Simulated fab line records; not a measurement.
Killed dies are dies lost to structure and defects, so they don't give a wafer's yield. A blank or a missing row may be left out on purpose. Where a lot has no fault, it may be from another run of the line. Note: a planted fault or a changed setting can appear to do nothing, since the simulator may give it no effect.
Which tool is to blame?	flow n5_finfet	Sampling: 24 lots, 72 wafers, 6 of 1938 route steps

WHAT EACH GAUGE READ, for each wafer
N5_GATE_CUT_INSPECT_26: inspects for defects (darkfield). Usual: raw_defect_count 36, standard deviation 15.
lot	measured	on	raw_defect_count	flag
L074	day 4 14:04	defect_inspect-01	29 31 58	
L075	day 4 20:07	defect_inspect-01	42 19 41	
L076	day 5 04:39	defect_inspect-02	21 38 43	
L077	day 5 10:26	defect_inspect-01	50 25 50	
L078	day 5 12:51	defect_inspect-01	41 33 49	
L079	day 5 23:44	defect_inspect-01	24 30 29	
L080	day 6 00:04	defect_inspect-02	52 67 19	
L081	day 6 11:26	defect_inspect-01	29 39 27	
L082	day 6 20:18	defect_inspect-01	27 28 22	
L083	day 6 22:38	defect_inspect-01	19 20 22	
L084	day 7 04:16	defect_inspect-02	47 68 32	
L085	day 7 11:05	defect_inspect-01	47 37 39	
L086	day 7 18:05	defect_inspect-02	33 34 18	
L087	day 7 20:18	defect_inspect-01	80 74 71	
L088	day 8 03:44	defect_inspect-01	25 60 27	
L089	day 8 09:05	defect_inspect-02	36 37 43	
L090	day 8 14:35	defect_inspect-01	21 27 45	
L091	day 9 00:13	defect_inspect-01	46 62 38	
L092	day 9 01:38	defect_inspect-02	26 38 31	
L093	day 9 07:59	defect_inspect-01	18 31 35	
L094	day 9 14:45	defect_inspect-02	36 51 44	
L095	day 9 20:14	defect_inspect-01	53 29 34	
L096	day 10 05:05	defect_inspect-01	27 17 19	
L097	day 10 07:39	defect_inspect-02	28 66 34	

N5_MOL_CONTACT_COAG_INSPECT_10: inspects for defects (brightfield). Usual: raw_defect_count 67, standard deviation 27.
lot	measured	on	raw_defect_count	flag
L074	day 4 14:27	defect_inspect-02	49 54 89	
L075	day 4 20:30	defect_inspect-02	92 41 81	
L076	day 5 05:02	defect_inspect-02	40 59 73	
L077	day 5 10:51	defect_inspect-02	82 55 105	
L078	day 5 13:14	defect_inspect-02	74 59 87	
L079	day 6 00:08	defect_inspect-01	52 63 66	
L080	day 6 00:27	defect_inspect-02	98 97 44	
L081	day 6 11:49	defect_inspect-01	34 64 45	
L082	day 6 20:41	defect_inspect-01	50 57 43	
L083	day 6 23:09	defect_inspect-02	47 40 49	
L084	day 7 04:39	defect_inspect-02	69 112 58	
L085	day 7 11:35	defect_inspect-01	92 79 76	
L086	day 7 19:28	defect_inspect-02	58 54 44	
L087	day 7 20:41	defect_inspect-01	127 133 153	
L088	day 8 04:07	defect_inspect-01	56 105 52	
L089	day 8 09:28	defect_inspect-01	64 68 70	
L090	day 8 15:05	defect_inspect-02	35 39 85	
L091	day 9 00:35	defect_inspect-02	77 139 77	
L092	day 9 02:17	defect_inspect-02	36 78 70	
L093	day 9 08:23	defect_inspect-01	47 51 65	
L094	day 9 15:08	defect_inspect-02	82 102 109	
L095	day 9 20:37	defect_inspect-02	93 54 66	
L096	day 10 05:29	defect_inspect-01	36 52 46	
L097	day 10 08:10	defect_inspect-01	52 108 66	

EACH LOT AND THE TOOL THAT RAN IT (in order: tool; ch and the chambers of the sampled wafers; start)
lot	N5_HKMG_FIN_CVD_62	N5_HKMG_FIN_DESCUM_17	N5_HKMG_FIN_ETCH_35	N5_GATE_CUT_ALD_22
L074	thermal_cvd_si-02 ch 1,2, day 4 00:30	rie_diel-03 ch 0,1,2, day 4 02:04	rie_diel-03 ch 0,1,2, day 4 02:22	ald_sin-01 ch 1,3, day 4 11:32
L075	thermal_cvd_si-01 ch 0,2, day 4 05:52	rie_diel-04 ch 1,3, day 4 07:29	rie_diel-04 ch 1,3, day 4 07:47	ald_sin-01 ch 0,1,2, day 4 17:35
L076	thermal_cvd_si-02 ch 0,1,2, day 4 13:51	rie_diel-05 ch 0,1,3, day 4 15:29	rie_diel-05 ch 0,1,3, day 4 15:47	ald_sin-01 ch 0,2, day 5 02:07
L077	thermal_cvd_si-01 ch 0,1,2, day 4 21:02	rie_diel-03 ch 1,2, day 4 22:34	rie_diel-03 ch 1,2, day 4 22:52	ald_sin-01 ch 0,1,2, day 5 07:55
L078	thermal_cvd_si-02 ch 0,1, day 4 22:29	rie_diel-03 ch 0,1,3, day 5 00:24	rie_diel-03 ch 0,1,3, day 5 00:42	ald_sin-01 ch 0,1, day 5 10:11
L079	thermal_cvd_si-01 ch 0,2, day 5 07:14	rie_diel-03 ch 1,2,3, day 5 08:45	rie_diel-03 ch 1,2,3, day 5 09:03	ald_sin-04 ch 2, day 5 18:18
L080	thermal_cvd_si-02 ch 0,1, day 5 10:48	rie_diel-05 ch 1,2,3, day 5 12:27	rie_diel-05 ch 1,2,3, day 5 12:45	ald_sin-01 ch 1,2,3, day 5 21:32
L081	thermal_cvd_si-01 ch 0,1,2, day 5 19:55	rie_diel-04 ch 0,1,2, day 5 22:07	rie_diel-04 ch 0,1,2, day 5 22:26	ald_sin-03 ch 0,2, day 6 08:49
L082	thermal_cvd_si-02 ch 0,2, day 6 06:25	rie_diel-03 ch 0,3, day 6 08:11	rie_diel-03 ch 0,3, day 6 08:29	ald_sin-01 ch 0,3, day 6 17:43
L083	thermal_cvd_si-01 ch 1,2, day 6 09:01	rie_diel-05 ch 1,2, day 6 10:49	rie_diel-05 ch 1,2, day 6 11:07	ald_sin-01 ch 1,3, day 6 20:07
L084	thermal_cvd_si-02 ch 0,2, day 6 14:08	rie_diel-04 ch 0,1,2, day 6 15:46	rie_diel-04 ch 0,1,2, day 6 16:05	ald_sin-03 ch 0,2,3, day 7 01:44
L085	thermal_cvd_si-01 ch 1,2, day 6 20:50	rie_diel-03 ch 0,3, day 6 22:28	rie_diel-03 ch 0,3, day 6 22:46	ald_sin-03 ch 0,1,3, day 7 08:33
L086	thermal_cvd_si-02 ch 0,2, day 7 04:09	rie_diel-05 ch 0,1, day 7 05:59	rie_diel-05 ch 0,1, day 7 06:17	ald_sin-04 ch 0,1,3, day 7 15:33
L087	thermal_cvd_si-01 ch 0,2, day 7 06:41	rie_diel-05 ch 2,3, day 7 08:17	rie_diel-05 ch 2,3, day 7 08:35	ald_sin-04 ch 1,2, day 7 17:47
L088	thermal_cvd_si-02 ch 0,1,2, day 7 13:21	rie_diel-03 ch 1,2, day 7 14:59	rie_diel-03 ch 1,2, day 7 15:17	ald_sin-04 ch 2,3, day 8 01:12
L089	thermal_cvd_si-01 ch 0,1,2, day 7 19:55	rie_diel-05 ch 0,2,3, day 7 21:33	rie_diel-05 ch 0,2,3, day 7 21:51	ald_sin-03 ch 1,2,3, day 8 06:34
L090	thermal_cvd_si-02 ch 0,1, day 8 00:29	rie_diel-04 ch 1,3, day 8 02:35	rie_diel-04 ch 1,3, day 8 02:53	ald_sin-03 ch 0,1,2, day 8 12:04
L091	thermal_cvd_si-01 ch 0,1,2, day 8 09:10	rie_diel-05 ch 2,3, day 8 10:48	rie_diel-05 ch 2,3, day 8 11:06	ald_sin-04 ch 0,1,2, day 8 21:41
L092	thermal_cvd_si-02 ch 0,1,2, day 8 11:43	rie_diel-04 ch 1,2,3, day 8 13:31	rie_diel-04 ch 1,2,3, day 8 13:49	ald_sin-03 ch 1,2,3, day 8 23:07
L093	thermal_cvd_si-01 ch 1,2, day 8 18:35	rie_diel-05 ch 0,2, day 8 20:13	rie_diel-05 ch 0,2, day 8 20:31	ald_sin-03 ch 0,1,2, day 9 05:28
L094	thermal_cvd_si-02 ch 0,1, day 9 01:34	rie_diel-03 ch 0,1,2, day 9 03:16	rie_diel-03 ch 0,1,2, day 9 03:34	ald_sin-03 ch 0,1,3, day 9 12:14
L095	thermal_cvd_si-01 ch 0,1,2, day 9 06:38	rie_diel-03 ch 0,1,3, day 9 08:25	rie_diel-03 ch 0,1,3, day 9 08:43	ald_sin-04 ch 0,1,2, day 9 17:42
L096	thermal_cvd_si-02 ch 1,2, day 9 14:40	rie_diel-05 ch 1,2, day 9 16:26	rie_diel-05 ch 1,2, day 9 16:44	ald_sin-03 ch 0,3, day 10 02:34
L097	thermal_cvd_si-01 ch 0,1,2, day 9 18:07	rie_diel-04 ch 0,1,3, day 9 19:52	rie_diel-04 ch 0,1,3, day 9 20:10	ald_sin-03 ch 1,3, day 10 05:08
- N5_HKMG_FIN_CVD_62: deposits a-Si from Si2H6, target thk 3 nm, time 20.8 s.
- N5_HKMG_FIN_DESCUM_17: chemistry O2, time 7.9 s.
- N5_HKMG_FIN_ETCH_35: etches SOC in N2/H2, target depth 215.8 nm, time 243.4 s.
- N5_GATE_CUT_ALD_22: deposits SiNx, target thk 16 nm, pulse time 1 s, ald cycles 320.

WHAT THE TOOLS THEMSELVES READ (means of the sampled wafers that have a number; where no wafer has one, the mark that the record gives instead)
N5_HKMG_FIN_CVD_62. Usual: heater_power_w 1443 W, standard deviation 140.
lot	tool	heater_power_w (W)	flag
L074	thermal_cvd_si-02	1551	
L075	thermal_cvd_si-01	1372	
L076	thermal_cvd_si-02	1520	
L077	thermal_cvd_si-01	1343	
L078	thermal_cvd_si-02	1587	
L079	thermal_cvd_si-01	1368	
L080	thermal_cvd_si-02	1563	
L081	thermal_cvd_si-01	1330	
L082	thermal_cvd_si-02	1524	
L083	thermal_cvd_si-01	1277	
L084	thermal_cvd_si-02	1490	
L085	thermal_cvd_si-01	1285	
L086	thermal_cvd_si-02	1484	
L087	thermal_cvd_si-01	1426	
L088	thermal_cvd_si-02	1527	
L089	thermal_cvd_si-01	1358	
L090	thermal_cvd_si-02	1589	
L091	thermal_cvd_si-01	1370	
L092	thermal_cvd_si-02	1519	
L093	thermal_cvd_si-01	1283	
L094	thermal_cvd_si-02	1581	
L095	thermal_cvd_si-01	1367	
L096	thermal_cvd_si-02	1549	
L097	thermal_cvd_si-01	1352	

N5_HKMG_FIN_DESCUM_17. Usual: chamber_pressure_mTorr 20.000 mTorr, standard deviation 0.019; drypump_motor_current_A 6.0 A, standard deviation 0.37; oes_product_au 0.78 a.u., standard deviation 0.091; rf_vpp_V 243.1 V, standard deviation 1.3; showerhead_plenum_p_Torr 2.09 Torr, standard deviation 0.055; throttle_valve_pct 20.51 %, standard deviation 0.29.
lot	tool	chamber_pressure_mTorr (mTorr)	drypump_motor_current_A (A)	oes_product_au (a.u.)	rf_vpp_V (V)	showerhead_plenum_p_Torr (Torr)	throttle_valve_pct (%)	flag
L074	rie_diel-03	20.001	5.9	0.77	243.5	2.12	20.76	
L075	rie_diel-04	20.008	6.2	0.70	242.1	2.03	20.72	
L076	rie_diel-05	20.009	6.1	0.78	243.8	2.09	20.54	
L077	rie_diel-03	19.996	5.8	0.70	244.0	2.12	20.86	
L078	rie_diel-03	20.008	6.2	0.81	243.4	2.10	20.58	
L079	rie_diel-03	19.996	6.1	0.74	243.6	2.11	20.70	
L080	rie_diel-05	20.007	6.2	0.75	242.3	2.09	20.56	
L081	rie_diel-04	19.982	5.6	0.69	243.4	2.10	20.39	
L082	rie_diel-03	19.997	6.1	0.85	243.0	2.11	20.37	
L083	rie_diel-05	20.011	6.2	0.74	243.1	2.06	20.59	
L084	rie_diel-04	20.005	5.6	0.69	242.9	2.10	20.40	
L085	rie_diel-03	20.005	6.1	0.84	243.8	2.11	20.39	
L086	rie_diel-05	19.998	6.1	0.74	243.0	2.06	20.58	
L087	rie_diel-05	19.979	6.2	0.75	242.9	2.12	20.57	
L088	rie_diel-03	20.008	5.8	0.78	243.4	2.11	20.77	
L089	rie_diel-05	19.995	6.2	0.79	242.0	2.07	20.36	
L090	rie_diel-04	19.983	6.2	0.68	242.0	2.01	20.74	
L091	rie_diel-05	19.990	6.2	0.74	244.3	2.12	20.59	
L092	rie_diel-04	20.013	5.9	0.79	242.2	2.03	20.42	
L093	rie_diel-05	20.009	6.2	0.81	242.4	2.03	20.15	
L094	rie_diel-03	19.984	5.9	0.81	242.9	2.10	20.71	
L095	rie_diel-03	19.994	6.2	0.85	242.9	2.09	20.52	
L096	rie_diel-05	19.987	6.3	0.84	242.0	2.03	20.27	
L097	rie_diel-04	19.998	5.9	0.87	243.6	2.16	20.38	

N5_HKMG_FIN_ETCH_35. Usual: chamber_pressure_mTorr 30.001 mTorr, standard deviation 0.026; drypump_motor_current_A 6.0 A, standard deviation 0.37; oes_product_au 0.78 a.u., standard deviation 0.092; rf_vpp_V 141.6 V, standard deviation 1.1; showerhead_plenum_p_Torr 2.54 Torr, standard deviation 0.069; throttle_valve_pct 17.96 %, standard deviation 0.29.
lot	tool	chamber_pressure_mTorr (mTorr)	drypump_motor_current_A (A)	oes_product_au (a.u.)	rf_vpp_V (V)	showerhead_plenum_p_Torr (Torr)	throttle_valve_pct (%)	flag
L074	rie_diel-03	29.979	5.9	0.77	142.5	2.58	18.24	
L075	rie_diel-04	30.004	6.2	0.70	140.2	2.46	18.07	
L076	rie_diel-05	29.999	6.2	0.77	141.6	2.55	18.01	
L077	rie_diel-03	30.000	5.8	0.70	142.4	2.59	18.35	
L078	rie_diel-03	29.985	6.2	0.80	142.1	2.56	18.01	
L079	rie_diel-03	30.023	6.1	0.74	142.2	2.57	18.13	
L080	rie_diel-05	30.019	6.3	0.75	141.4	2.54	18.00	
L081	rie_diel-04	29.997	5.6	0.70	141.4	2.56	17.85	
L082	rie_diel-03	30.019	6.2	0.84	142.6	2.58	17.81	
L083	rie_diel-05	30.010	6.2	0.73	140.6	2.50	17.99	
L084	rie_diel-04	29.985	5.6	0.69	142.2	2.55	17.88	
L085	rie_diel-03	30.012	6.2	0.84	141.4	2.57	17.81	
L086	rie_diel-05	30.001	6.2	0.73	141.5	2.49	18.01	
L087	rie_diel-05	29.995	6.2	0.75	142.0	2.58	18.06	
L088	rie_diel-03	29.987	5.8	0.78	141.1	2.58	18.25	
L089	rie_diel-05	29.987	6.2	0.80	141.1	2.52	17.86	
L090	rie_diel-04	30.004	6.2	0.68	140.3	2.44	18.13	
L091	rie_diel-05	30.015	6.2	0.74	141.6	2.57	18.07	
L092	rie_diel-04	30.010	5.9	0.79	141.6	2.47	17.85	
L093	rie_diel-05	30.002	6.2	0.81	141.2	2.47	17.64	
L094	rie_diel-03	30.008	5.9	0.81	142.3	2.56	18.16	
L095	rie_diel-03	29.996	6.2	0.85	141.7	2.55	17.93	
L096	rie_diel-05	29.997	6.3	0.84	141.0	2.47	17.69	
L097	rie_diel-04	30.017	5.9	0.88	143.4	2.62	17.78	

N5_GATE_CUT_ALD_22. Usual: heater_power_w 881 W, standard deviation 80; precursor_pulse_height_rel 1.000, standard deviation 0.022.
lot	tool	heater_power_w (W)	precursor_pulse_height_rel	flag
L074	ald_sin-01	967	0.983	
L075	ald_sin-01	885	1.006	
L076	ald_sin-01	868	1.003	
L077	ald_sin-01	872	1.001	
L078	ald_sin-01	856	0.986	
L079	ald_sin-04	886	1.006	
L080	ald_sin-01	909	0.991	
L081	ald_sin-03	844	0.999	
L082	ald_sin-01	904	0.990	
L083	ald_sin-01	952	1.007	
L084	ald_sin-03	862	0.989	
L085	ald_sin-03	902	0.997	
L086	ald_sin-04	821	0.996	
L087	ald_sin-04	883	1.005	
L088	ald_sin-04	823	1.029	
L089	ald_sin-03	920	0.991	
L090	ald_sin-03	897	0.981	
L091	ald_sin-04	868	0.986	
L092	ald_sin-03	931	1.016	
L093	ald_sin-03	904	1.012	
L094	ald_sin-03	912	0.992	
L095	ald_sin-04	873	0.998	
L096	ald_sin-03	883	1.009	
L097	ald_sin-03	980	1.006	

THE ANSWER, worked out from the rows above alone
Rule: a lot is off if the mean of its wafers that have a number lies more than 3 standard deviations from the usual mean. Also off: a lot with no number at a reading for which 4 or more lots have one. Where the step has rows for the other lots, those lots are counted as sound. After the gauges, taken in route order, come the tools' own readings; for these a lot's mean is taken, as printed above. At the first step where some lot is off, the reading lying furthest off is the one used; lots without a number count as furthest.
Across all readings shown, no lot is off: no conclusion can be drawn from this.

WHAT THE SIMULATOR HAD INSERTED
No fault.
